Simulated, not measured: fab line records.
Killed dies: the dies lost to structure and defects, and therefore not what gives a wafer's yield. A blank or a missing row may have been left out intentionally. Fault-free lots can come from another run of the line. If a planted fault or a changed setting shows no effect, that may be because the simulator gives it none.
A lot that was struck, set against a sound lot || flow nand_harc || 15 out of 1159 route steps
Sound: these wafers, L413.3, L413.4, L413.6. Wafers L425.3, L425.5, L425.6 were the ones struck. The cause is given at the end.
At each step with rows: each side's tool, then ch and its chambers, then its first start. Under that, the readings that differ: sound wafers || struck wafers || difference of the means || sigmas: that difference in standard deviations of wafers without a fault.
alike: words and numbers the same on both sides, and readings whose means are apart by under 2 such deviations; not compared: readings that were withheld, readings missing a value for some wafer, numbers with overlapping values and no deviation given by the record, and bounds like >300 which may hide the same value.
A row with sigmas, a row that says differs or no value, or rows on one side alone: a step with any of these is where the two part. Numbers that don't overlap but have no deviation are shown without sigmas and don't part them. A reading missing from all wafers of one side parts the sides only when that side holds two or more wafers.

first, 5 steps without rows for these wafers: NHARC_A_BONDPAD_SOFTBAKE_04 (time 70 s); NHARC_A_BONDPAD_EBR_05; NHARC_A_BONDPAD_EXPOSE_06 (exposes mask A BPAD); NHARC_A_BONDPAD_PEB_07 (peb time 80 s); NHARC_A_BONDPAD_DEVELOP_08 (time 50 s).
NHARC_A_BONDPAD_CD_MEAS_09 targets a cd of 500 nm.
  sound on cd_sem-01 ch 0, day 18 19:34; struck on cd_sem-01 ch 0, day 20 14:31
  alike: cd_nm
NHARC_A_BONDPAD_OVL_MEAS_35:
  sound on overlay-02 at day 18 19:39; struck on overlay-02 at day 20 14:37
  alike: overlay_x_nm, overlay_y_nm
then, 1 step without rows for these wafers: NHARC_A_BONDPAD_HARDBAKE_10 (time 65 s).
NHARC_A_BONDPAD_DESCUM_11: chemistry O2, time 3 s.
  sound on rie_diel-06 ch 0,1,2, day 18 19:46; struck on rie_diel-06 ch 0,1,2, day 20 14:46
  alike: drypump_motor_current_A, oes_product_au, rf_vpp_V, showerhead_plenum_p_Torr, throttle_valve_pct
  not compared: rf_hours_counter_h
NHARC_A_BONDPAD_ETCH_34: etches the open film in N2/H2, target depth 60 nm, overetch 18 nm, time 65.91 s.
  sound on rie_diel-06 ch 0,2,3, day 18 19:52; struck on rie_diel-06 ch 2,3, day 20 14:50
  alike: drypump_motor_current_A, oes_product_au, rf_vpp_V, showerhead_plenum_p_Torr, throttle_valve_pct
  not compared: rf_hours_counter_h
NHARC_A_BONDPAD_ETCH_12: etches the open film in CHF3/O2, target depth 220 nm, time 110 s.
  sound: rie_diel-06 ch 0,1; struck: rie_diel-06 ch 0,1
  alike: drypump_motor_current_A, oes_product_au, rf_vpp_V, showerhead_plenum_p_Torr, throttle_valve_pct
  not compared: rf_hours_counter_h
NHARC_A_BONDPAD_CD_MEAS_13:
  sound on cd_sem-01 at day 18 20:05; struck on cd_sem-01 at day 20 15:04
  alike: cd_nm
NHARC_A_BONDPAD_STRIP_15: strips in O2.
  sound on rie_diel-06 ch 0,1,3, day 18 20:10; struck on rie_diel-06 ch 1,2, day 20 15:10
  no value came back on the struck wafers for any of 7 readings (bias_w (W), chamber_pressure_mTorr (mTorr) and others); on the sound wafers bias_w (W) reads 0 0 0
  not compared: rf_hours_counter_h
NHARC_A_BONDPAD_ETCH_24: etches the open film in CF4/N2, target depth 30 nm, time 72.99 s.
  sound on rie_diel-06 ch 2,3; struck on rie_diel-06 ch 0,2,3, day 20 15:19
  alike: drypump_motor_current_A, oes_product_au, rf_vpp_V, showerhead_plenum_p_Torr, throttle_valve_pct
  not compared: rf_hours_counter_h
NHARC_END_SORT_01:
  sound on prober-02 ch 0, day 20 15:41; struck on prober-01 ch 0, day 21 23:30
{"reading": "defect_limited_yield (%)", "sound": "95.1 96.0 94.7", "struck": "0 0 0", "difference": -95, "sigmas": -64}
{"reading": "killed_at_array", "sound": "31 25 32", "struck": "674 674 676", "difference": "+645", "sigmas": "+65"}
{"reading": "killed_dies", "sound": "33 27 36", "struck": "677 677 677", "difference": "+645", "sigmas": "+64"}
{"reading": "sort_bin_2_pct (%)", "sound": "0.7 0.6 1.6", "struck": "97.3 98.4 98.5", "difference": "+97.1", "sigmas": "+99 or more"}
{"reading": "sort_n_pass", "sound": "644 650 641", "struck": "0 0 0", "difference": -645, "sigmas": -64}
{"reading": "sort_rim_yield_pct (%)", "sound": "96.2 100.0 92.5", "struck": "0 0 0", "difference": -96, "sigmas": -46}
{"reading": "sort_yield_pct (%)", "sound": "95.1 96.0 94.7", "struck": "0 0 0", "difference": -95, "sigmas": -64}
  alike: killed_at_other, killed_at_periphery, killed_open, killed_short, sort_bin_3_pct, sort_bin_4_pct

## WHERE THEY PART
Last at NHARC_END_SORT_01 as far as this record goes, first at NHARC_A_BONDPAD_STRIP_15.

WHY: whatever the simulator had introduced
Whole step skipped at NHARC_A_BONDPAD_STRIP_15 on rie_diel-06, starting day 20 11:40. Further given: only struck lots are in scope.
